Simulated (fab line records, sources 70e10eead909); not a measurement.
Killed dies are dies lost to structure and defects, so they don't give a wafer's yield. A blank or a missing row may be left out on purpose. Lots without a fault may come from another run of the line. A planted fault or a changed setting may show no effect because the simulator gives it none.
fab line records | flow nand_harc
record lots=6 wafers=18 last_day=24
route steps=1159 shown P_M0@264 END@1159
lots that met no fault: from a run of the same line without faults
start_h: hours from the record's first day to the start of the lot's first wafer shown | wait_h: hours since the lot's step before | " the same as in the row above | L1.1+2: a row that stands for several wafers | - no value, or no start given | * or withheld: withheld | < > ~ a bound
route shown NAME@n: a module of which the file shows steps, and the number in the route of the first | usual: mean/standard deviation of fault-free wafers | same: alike in all rows | chamber/n: place in a boat | sites: the reading at each site | _std_site: their standard deviation | _edge_site: outer sites' mean less inner sites' | radius_mm: how far each site lies from the wafer's centre | mask NAME#n: copy n | behind: the tool/chamber that last shaped the wafer | hold: why the lot was held/for how many hours/how that ended | device: the transistor (n, p or np) that didn't switch | end of line: the same wafers' tests at the end of the route | a step without rows: its recipe alone | killed: dies lost to structure and defects at the first sort, not the wafer's yield | map: a wafer's dies, x killed, . not, _ none there
set.NAME: the setting as run; set.NAME@STEP: as run at that earlier step | model.NAME: the simulator's own value behind a step, which no gauge read
lots at some steps of the route; a table a step, a row a wafer
services: from which hour (start_h, from the record's first day; less than 0 if before it) a tool's chamber was out of use, for how many hours, and why
## steps
# step NHARC_P_M0_OVL_MEAS_10
# recipe pitch_nm=180
# usual overlay_x_nm=-0.3/0.69 overlay_y_nm=0.1/0.61
# columns lot.wafer tool chamber start_h wait_h overlay_x_nm overlay_y_nm
L230.2 overlay-02 - 125.90 - 0.5 -0.4
L230.4 " - " " 1.5 -0.3
L230.5 " - " " 0.7 -0.4
L234.4 overlay-01 - 148.20 - 0.8 -0.2
L234.5 " - " " 1.0 0.3
L234.6 " - " " 1.1 0.6
L240.2 overlay-01 - 190.27 - -0.7 0.7
L240.4 " - " " -1.0 0.2
L240.6 " - " " -0.9 -0.3
L241.2 overlay-01 - 199.53 - -0.3 0.8
L241.4 " - " " -0.6 0.5
L241.6 " - " " -0.6 1.5
L243.2 overlay-02 - 213.82 - -1.4 -0.6
L243.4 " - " " -0.7 -0.3
L243.5 " - " " -0.8 -0.5
L248.1 overlay-02 - 225.93 - 1.0 0.3
L248.4 " - " " 0.6 1.3
L248.5 " - " " 1.1 0.9
# step NHARC_P_M0_INSPECT_11
# usual raw_defect_count=3.8/2.2
# columns lot.wafer tool chamber start_h wait_h raw_defect_count
L230.2 defect_inspect-02 - 125.94 0.0 1
L230.4 " - " " 3
L230.5 " - " " 7
L234.4 defect_inspect-02 - 148.24 0.0 4
L234.5 " - " " 3
L234.6 " - " " 3
L240.2 defect_inspect-02 - 190.31 0.0 2
L240.4 " - " " 0
L240.6 " - " " 0
L241.2 defect_inspect-02 - 199.56 0.0 5
L241.4 " - " " 4
L241.6 " - " " 8
L243.2 defect_inspect-02 - 213.85 0.0 2
L243.4 " - " " 2
L243.5 " - " " 5
L248.1 defect_inspect-02 - 225.97 0.0 2
L248.4 " - " " 3
L248.5 " - " " 1
# step NHARC_P_M0_DESCUM_14
# recipe time_s=3 o2_flow_sccm=200 ar_flow_sccm=0 bias_power_w=0 chemistry=O2
# step NHARC_P_M0_ETCH_34
# recipe target_depth_a=400 overetch_a=120 time_s=43.94 ion_energy_ev=200 n2_flow_sccm=150 h2_flow_sccm=150 ar_flow_sccm=0 rf_w=400 bias_w=150 chemistry=N2/H2
# step NHARC_P_M0_ETCH_15
# recipe target_depth_a=1500 overetch_a=150 time_s=82.5 c4f8_flow_sccm=withheld ar_flow_sccm=400 rf_w=600 bias_w=300 chemistry=C4F8/Ar
# usual bias_w=300.0/0.83 oes_product_au=0.954/0.022 rf_vpp_V=439.8/2.4
# columns lot.wafer tool chamber start_h wait_h bias_w oes_product_au rf_hours_counter_h rf_vpp_V
L230.2 rie_diel-10 3 - - 299.5 0.926 7 436.4
L230.4 " 1 " " 300.4 0.925 6 439.0
L230.5 " 3 " " 300.0 0.927 - 436.7
L234.4 rie_diel-08 1 - - 300.0 0.969 2 445.1
L234.6 " 0 " " 299.2 0.959 - 440.3
L234.5 " 1 " " 299.9 0.959 - 444.2
L240.4 rie_diel-08 2 - - 299.5 0.944 4 438.2
L240.2 " 3 " " 299.4 0.950 4 438.3
L240.6 " 0 " " 300.2 0.962 - 439.7
L241.2 rie_diel-08 1 - - 299.4 0.981 5 445.2
L241.4 " 2 " " 300.7 0.978 5 438.7
L241.6 " 1 " " 298.3 0.973 - 445.6
L243.4 rie_diel-10 0 - - 300.0 0.941 1 439.1
L243.2 " 1 " " 299.7 0.940 1 439.4
L243.5 " 2 " " 300.4 0.938 - 439.6
L248.4 rie_diel-09 1 - - 299.7 0.920 9 439.5
L248.1 " 2 " " 299.5 0.924 11 440.4
L248.5 " 2 " " 298.8 0.918 - 440.6
# step NHARC_P_M0_CD_MEAS_16
# usual cd_nm=89.8/0.66
# columns lot.wafer tool chamber start_h wait_h cd_nm
L230.2 cd_sem-02 - 126.31 - 89.8
L230.4 " - " " 88.9
L230.5 " - " " 90.4
L234.4 cd_sem-02 - 148.61 - 90.3
L234.5 " - " " 90.1
L234.6 " - " " 90.7
L240.2 cd_sem-02 - 190.67 - 90.1
L240.4 " - " " 90.0
L240.6 " - " " 89.9
L241.2 cd_sem-01 - 199.95 - 89.8
L241.4 " - " " 89.7
L241.6 " - " " 89.5
L243.2 cd_sem-02 - 214.21 - 89.6
L243.4 " - " " 89.3
L243.5 " - " " 89.4
L248.1 cd_sem-02 - 226.33 - 89.2
L248.4 " - " " 90.0
L248.5 " - " " 90.4
# step NHARC_P_M0_STRIP_18
# recipe power_w=1000 n2_flow_sccm=150 h2_flow_sccm=150 ar_flow_sccm=0 bias_w=0 chemistry=N2/H2
# step NHARC_P_M0_STRIP_19
# recipe time_s=600 temp_c=30 chemistry=post_etch_residue_remover
# step NHARC_P_M0_DEGAS_28
# recipe temp_c=250 time_s=60
# usual heater_power_w=327/37
# columns lot.wafer tool chamber start_h wait_h heater_power_w
L230.2 pvd_sputter-01 - 126.94 - 337
L230.4 " - " " 299
L230.5 " - " " 310
L234.4 pvd_sputter-01 - 149.27 - 332
L234.6 " - " " 346
L234.5 " - " " 298
L240.4 pvd_sputter-01 - 191.31 - 335
L240.2 " - " " 303
L240.6 " - " " 287
L241.4 pvd_sputter-02 - 200.63 - 345
L241.2 " - " " 317
L241.6 " - " " 291
L243.4 pvd_sputter-01 - 214.85 - 316
L243.2 " - " " 299
L243.5 " - " " 287
L248.4 pvd_sputter-03 - 227.04 - 336
L248.1 " - " " 350
L248.5 " - " " 427
# step NHARC_P_M0_PRE_CLEAN_29
# recipe time_s=30 temp_c=280 gas=H2/He
# usual heater_power_w=402/47
# columns lot.wafer tool chamber start_h wait_h heater_power_w
L230.4 pvd_sputter-01 - - - 364
L230.2 " - " " 374
L230.5 " - " " 420
L234.4 pvd_sputter-01 - - - 364
L234.5 " - " " 337
L234.6 " - " " 419
L240.2 pvd_sputter-01 - - - 411
L240.4 " - " " 370
L240.6 " - " " 398
L241.2 pvd_sputter-02 - - - 380
L241.4 " - " " 393
L241.6 " - " " 421
L243.4 pvd_sputter-01 - - - 353
L243.2 " - " " 391
L243.5 " - " " 365
L248.1 pvd_sputter-03 - - - 442
L248.4 " - " " 432
L248.5 " - " " 456
# step NHARC_P_M0_PVD_20
# recipe target_thk_a=50 bias_v=168.6 power_w=15000 chamber_pressure_pa=0.12 time_s=8.06 substrate_temp_c=50 material=TaN
# step NHARC_P_M0_PVD_21
# recipe target_thk_a=300 chamber_pressure_pa=5 power_w=5000 substrate_temp_c=30 time_s=20.49 material=Cu
# usual throttle_valve_pct=30.4/1.2
# columns lot.wafer tool chamber start_h wait_h throttle_valve_pct
L230.4 pvd_sputter-01 - - - 32.2
L230.2 " - " " 28.4
L230.5 " - " " 30.4
L234.4 pvd_sputter-01 - - - 30.6
L234.5 " - " " 32.3
L234.6 " - " " 32.0
L240.4 pvd_sputter-01 - - - 31.8
L240.2 " - " " 27.5
L240.6 " - " " 31.2
L241.2 pvd_sputter-02 - - - 30.1
L241.4 " - " " 30.8
L241.6 " - " " 30.3
L243.2 pvd_sputter-01 - - - 27.8
L243.4 " - " " 31.5
L243.5 " - " " 31.0
L248.4 pvd_sputter-03 - - - 30.3
L248.1 " - " " 30.4
L248.5 " - " " 31.4
# step NHARC_P_M0_ECD_22
# recipe target_thk_a=4000 bath_temp_c=25 material=Cu
# columns lot.wafer tool chamber start_h wait_h
L230.2+4+5 ecd_cu-01 1,0,1 127.28 -
L234.4+6+5 ecd_cu-02 0,0,1 149.73 -
L240.2+4+6 ecd_cu-02 1,1,0 191.69 -
L241.2+4+6 ecd_cu-02 1,0,1 201.04 -
L243.2+4+5 ecd_cu-01 0 215.30 -
L248.1+4+5 ecd_cu-01 0,1,1 227.39 -
# step NHARC_P_M0_ANNEAL_30
# recipe temp_c=225 time_s=90
# usual wafer_temp_C_max=226.3/0.4
# columns lot.wafer tool chamber start_h wait_h wafer_temp_C_max
L230.2 rtp_anneal-02 0 127.72 0.4 226.3
L230.4 " 0 " " 226.9
L230.5 " 0 " " 226.7
L234.4 rtp_anneal-02 0 150.16 0.4 226.8
L234.5 " 0 " " 226.0
L234.6 " 0 " " 227.0
L240.2 rtp_anneal-01 0 192.12 - 225.7
L240.4 " 0 " " 225.6
L240.6 " 0 " " 225.6
L241.2 rtp_anneal-01 0 201.52 - 225.9
L241.4 " 0 " " 226.6
L241.6 " 0 " " 226.2
L243.2 rtp_anneal-02 0 215.68 0.3 226.2
L243.4 " 0 " " 226.5
L243.5 " 0 " " 226.3
L248.1 rtp_anneal-02 0 227.77 0.3 226.3
L248.4 " 0 " " 226.7
L248.5 " 0 " " 226.3
# step NHARC_P_M0_CMP_23
# recipe t_overpolish_s=20 target_thk_nm=117.53
# usual motor_current_A=12.1/1.3 retaining_ring_pressure_frac=0.999/0.005 time_to_endpoint_s=28.4/2.3
# columns lot.wafer tool chamber start_h wait_h motor_current_A retaining_ring_pressure_frac time_to_endpoint_s
L230.2 cmp-04 2 128.01 - 13.7 1.001 30.3
L230.4 " 0 " " 13.8 0.996 30.8
L230.5 " 2 " " 14.1 1.006 28.6
L234.4 cmp-01 1 150.38 - 10.6 1.000 27.8
L234.6 " 0 " " 11.5 0.991 25.7
L234.5 " 1 " " 11.1 0.999 26.9
L240.2 cmp-04 3 192.44 - 11.1 0.991 25.5
L240.4 " 1 " " 11.3 1.011 24.6
L240.6 " 3 " " 10.7 0.996 8.9
L241.4 cmp-03 3 201.87 - 11.6 1.003 9.2
L241.2 " 0 " " 11.3 1.004 29.4
L241.6 " 2 " " 13.5 1.002 26.1
L243.4 cmp-03 0 215.98 - 11.6 0.999 31.5
L243.2 " 2 " " 13.8 0.990 28.3
L243.5 " 0 " " 11.5 0.999 32.6
L248.1 cmp-04 1 228.14 - 11.3 0.992 24.6
L248.4 " 2 " " 14.4 1.000 30.7
L248.5 " 1 " " 11.3 0.998 24.3
# step NHARC_P_M0_THK_MEAS_24
# recipe thk_meas_gauge=xrf
# usual thk_nm=117.1/1.3
# columns lot.wafer tool chamber start_h wait_h thk_nm
L230.2 film_metro-01 - 128.33 - 117.9
L230.4 " - " " 118.2
L230.5 " - " " 118.0
L234.4 film_metro-02 - 150.67 - 116.8
L234.5 " - " " 116.5
L234.6 " - " " 115.3
L240.2 film_metro-01 - 192.73 - 117.7
L240.4 " - " " 114.5
L240.6 " - " " 116.8
L241.2 film_metro-01 - 202.13 - 116.9
L241.4 " - " " 117.3
L241.6 " - " " 116.6
L243.2 film_metro-02 - 216.29 - 119.5
L243.4 " - " " 117.5
L243.5 " - " " 117.6
L248.1 film_metro-01 - 228.42 - 118.3
L248.4 " - " " 118.6
L248.5 " - " " 118.3
# step NHARC_END_SORT_01
# recipe temp_c=25
# usual defect_limited_yield=95.1/1.6 killed_at_array=29/11 killed_at_other=0.6/0.92 killed_at_periphery=3.2/2 killed_dies=33/11 killed_open=3.2/2 killed_short=1.9/1.5 sort_bin_2_pct=1.6/0.67 sort_bin_3_pct=0.26/0.22 sort_bin_4_pct=3.1/1.1 sort_n_pass=644/11 sort_rim_yield_pct=96.3/2.5 sort_yield_pct=95.1/1.6
# same gross_dies=677 sort_bin_5_pct[%]=0 sort_bin_6_pct[%]=0 sort_bin_7_pct[%]=0 sort_bin_8_pct[%]=0 sort_rim_n_gross=106.00
# columns lot.wafer tool chamber start_h wait_h defect_limited_yield[%] killed_at_array killed_at_other killed_at_periphery killed_dies killed_open killed_short sort_bin_2_pct[%] sort_bin_3_pct[%] sort_bin_4_pct[%] sort_n_pass sort_rim_yield_pct[%] sort_yield_pct[%]
L230.2 prober-02 0 439.05 2.8 95.6 25 2 3 30 4 4 1.6 0 2.8 647 94.3 95.6
L230.4 prober-02 0 440.66 3.4 96.3 23 2 0 25 5 1 2.1 0 1.6 652 98.1 96.3
L230.5 prober-02 0 441.46 3.7 95.6 26 1 3 30 0 2 1.6 0.15 2.7 647 92.5 95.6
L234.4 prober-01 0 473.05 3.4 94.8 29 2 4 35 2 1 0.7 0.15 4.3 642 95.3 94.8
L234.5 prober-01 0 473.86 3.8 96.0 24 0 3 27 1 1 1.8 0.15 2.1 650 98.1 96.0
L234.6 prober-01 0 474.67 4.1 95.9 23 1 4 28 2 1 1.2 0.15 2.8 649 96.2 95.9
L241.2 prober-02 0 511.60 2.8 95.1 28 0 5 33 2 1 2.1 0.15 2.7 644 99.1 95.1
L241.4 prober-02 0 513.19 3.4 93.9 28 0 13 41 4 1 3.1 0.30 2.7 636 99.1 93.9
L241.6 prober-02 0 514.79 4.0 94.5 26 0 11 37 3 3 1.9 0.30 3.2 640 97.2 94.5
L243.2 prober-01 0 527.90 2.8 97.0 19 0 1 20 1 2 0.9 0 2.1 657 99.1 97.0
L243.4 prober-01 0 529.50 3.4 98.4 8 0 3 11 2 1 0.3 0.15 1.2 666 98.1 98.4
L243.5 prober-01 0 530.30 3.7 97.3 14 0 4 18 3 2 0.7 0 1.9 659 98.1 97.3
L248.1 prober-02 0 562.77 2.5 94.5 35 0 2 37 5 5 2.2 0.15 3.1 640 93.4 94.5
L248.4 prober-02 0 565.18 3.4 95.6 25 2 3 30 3 0 2.1 0.30 2.1 647 98.1 95.6
L248.5 prober-02 0 565.98 3.7 93.6 37 0 6 43 6 1 2.5 0.15 3.7 634 95.3 93.6
# killed by level:class
L230.2 A_SGD_CUT:chamber_film_flake=5 A_SLIT:chamber_film_flake=5 A_STAIRCASE:chamber_film_flake=4 A_CHANNEL_HOLE_D1:chamber_film_flake=3 A_CONTACT:chamber_film_flake=3 P_M0:geometric_particle:open=2 THIN_TSV:chamber_film_flake=2 P_CONTACT:geometric_particle:open=1
L230.4 A_SLIT:chamber_film_flake=9 A_CONTACT:chamber_film_flake=5 A_WL_FILL:geometric_particle:open=2 A_STAIRCASE:chamber_film_flake=2 THIN_TSV:chamber_film_flake=2 A_ONON_D1:geometric_particle:open=1 A_CHANNEL_FILL_D1:geometric_particle:short=1 A_CHANNEL_FILL_D1:geometric_particle:open=1
L230.5 A_SLIT:chamber_film_flake=10 A_SGD_CUT:chamber_film_flake=6 P_ZERO_WELL:chamber_film_flake=3 A_CONTACT:chamber_film_flake=3 A_CHANNEL_HOLE_D1:chamber_film_flake=2 A_ONON_D1:geometric_particle:short=1 A_WL_FILL:geometric_particle:short=1 A_STAIRCASE:chamber_film_flake=1
L234.4 A_CHANNEL_HOLE_D1:chamber_film_flake=13 A_SLIT:chamber_film_flake=10 A_STAIRCASE:chamber_film_flake=4 P_ZERO_WELL:chamber_film_flake=3 THIN_TSV:chamber_film_flake=2 P_CONTACT:geometric_particle:open=1 A_WL_FILL:geometric_particle:short=1 A_WL_FILL:geometric_particle:open=1
L234.5 A_SLIT:chamber_film_flake=9 A_CHANNEL_HOLE_D1:chamber_film_flake=7 P_ZERO_WELL:chamber_film_flake=2 A_STAIRCASE:chamber_film_flake=2 A_WL_FILL:chamber_film_flake=2 A_BONDPAD:chamber_film_flake=2 P_M0:geometric_particle:short=1 A_CONTACT:geometric_particle:open=1
L234.6 A_CHANNEL_HOLE_D1:chamber_film_flake=12 A_SLIT:chamber_film_flake=5 A_CHANNEL_FILL_D1:chamber_film_flake=2 A_STAIRCASE:chamber_film_flake=2 P_CONTACT:geometric_particle:short=1 P_M0:geometric_particle:open=1 A_CHANNEL_FILL_D1:geometric_particle:open=1 P_ZERO_WELL:chamber_film_flake=1
L241.2 A_SLIT:chamber_film_flake=19 A_CONTACT:chamber_film_flake=3 P_ZERO_WELL:chamber_film_flake=2 P_GATE:chamber_film_flake=2 A_CHANNEL_HOLE_D1:chamber_film_flake=2 P_M0:geometric_particle:open=1 A_CHANNEL_HOLE_D1:geometric_particle:short=1 A_SGD_CUT:geometric_particle:open=1
L241.4 A_SLIT:chamber_film_flake=12 P_M0:area_ecd=10 A_CONTACT:chamber_film_flake=6 A_CHANNEL_HOLE_D1:chamber_film_flake=2 A_STAIRCASE:chamber_film_flake=2 P_GATE:geometric_particle:open=1 A_SOURCE_PLATE:geometric_particle:open=1 A_ONON_D1:geometric_particle:open=1
L241.6 A_SLIT:chamber_film_flake=13 P_ZERO_WELL:chamber_film_flake=4 A_CONTACT:chamber_film_flake=4 P_GATE:chamber_film_flake=3 A_CHANNEL_HOLE_D1:chamber_film_flake=3 A_STAIRCASE:chamber_film_flake=2 P_GATE:geometric_particle:short=1 P_GATE:geometric_particle:open=1
L243.2 A_CHANNEL_HOLE_D1:chamber_film_flake=9 A_CONTACT:chamber_film_flake=3 A_STAIRCASE:chamber_film_flake=2 A_WL_FILL:chamber_film_flake=2 A_ONON_D1:geometric_particle:short=1 A_WL_FILL:geometric_particle:short=1 A_CONTACT:geometric_particle:open=1 P_GATE:chamber_film_flake=1
L243.4 A_CHANNEL_HOLE_D1:chamber_film_flake=4 A_CONTACT:chamber_film_flake=2 P_STI:geometric_particle:open=1 P_M1:geometric_particle:short=1 A_CHANNEL_FILL_D1:geometric_particle:open=1 P_GATE:chamber_film_flake=1 A_STAIRCASE:chamber_film_flake=1
L243.5 A_CHANNEL_HOLE_D1:chamber_film_flake=4 A_STAIRCASE:chamber_film_flake=3 A_WL_FILL:geometric_particle:open=2 P_GATE:chamber_film_flake=2 P_STI:geometric_particle:short=1 A_CHANNEL_FILL_D1:geometric_particle:open=1 A_WL_FILL:geometric_particle:short=1 P_ZERO_WELL:chamber_film_flake=1
L248.1 A_SLIT:chamber_film_flake=16 A_CHANNEL_HOLE_D1:chamber_film_flake=5 A_CONTACT:chamber_film_flake=3 A_WL_FILL:geometric_particle:short=2 A_BLC:geometric_particle:open=2 A_STAIRCASE:chamber_film_flake=2 P_GATE:geometric_particle:open=1 A_ONON_D1:geometric_particle:short=1
L248.4 A_SLIT:chamber_film_flake=7 A_CHANNEL_HOLE_D1:chamber_film_flake=6 A_STAIRCASE:chamber_film_flake=5 A_CONTACT:chamber_film_flake=5 THIN_TSV:chamber_film_flake=2 P_M1:geometric_particle:open=1 A_BLC:geometric_particle:open=1 A_M0:geometric_particle:open=1
L248.5 A_SLIT:chamber_film_flake=20 A_STAIRCASE:chamber_film_flake=5 A_CONTACT:chamber_film_flake=5 A_CHANNEL_HOLE_D1:chamber_film_flake=4 P_CONTACT:geometric_particle:open=2 P_M0:geometric_particle:open=2 P_M1:chamber_film_flake=2 A_CHANNEL_FILL_D1:geometric_particle:short=1
## services
# columns tool chamber start_h hours kind
rie_diel-10 1 104.25 3.8 repair
cmp-04 - 105.00 4.0 pm
pvd_sputter-03 - 122.19 4.2 repair
rie_diel-08 - 125.00 9.0 pm
rie_diel-09 3 126.59 25.4 repair
rie_diel-09 1 134.57 4.0 repair
cmp-04 - 138.91 1.7 repair
cmp-03 - 144.40 4.6 repair
cmp-04 - 145.19 0.2 repair
pvd_sputter-01 - 147.89 1.3 repair
rie_diel-10 - 148.39 0.6 repair
rie_diel-09 1 153.34 21.4 repair
cmp-03 - 156.00 4.0 pm
pvd_sputter-01 - 158.00 10.0 pm
pvd_sputter-01 - 169.28 0.5 repair
rie_diel-09 2 173.81 23.0 repair
rie_diel-10 - 176.67 9.0 pm
rie_diel-09 - 179.50 0.3 repair
ecd_cu-02 - 180.00 8.0 pm
cmp-03 - 188.12 2.5 repair
cmp-04 - 203.00 4.0 pm
pvd_sputter-02 - 214.05 10.0 pm
cmp-04 - 222.47 5.2 repair
rie_diel-08 0 223.77 14.5 repair
## key
first_sign step=NHARC_P_M0_CMP_23 reading=time_to_endpoint_s direction=down sigmas=8.5 usual=* struck=*
effect step=NHARC_END_SORT_01 reading=killed_at_periphery direction=up sigmas=4.8 usual=3.2 struck=13
met_at NHARC_P_M0_ECD_22
struck_wafers L240.6,L241.4
sort_left_out L240.6
onset_between 149.73 191.69
fault kind=process_parameter_drift tool=ecd_cu-02 chamber=0 onset_h=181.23 steps=NHARC_P_M0_ECD_22 channel=target_thk_a offset=* shape=step end_h=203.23 acts_in=* stated=*
# sort_left_out: the simulated sort isn't trusted on such a fault, so these wafers' sort isn't shown, and their yield isn't known
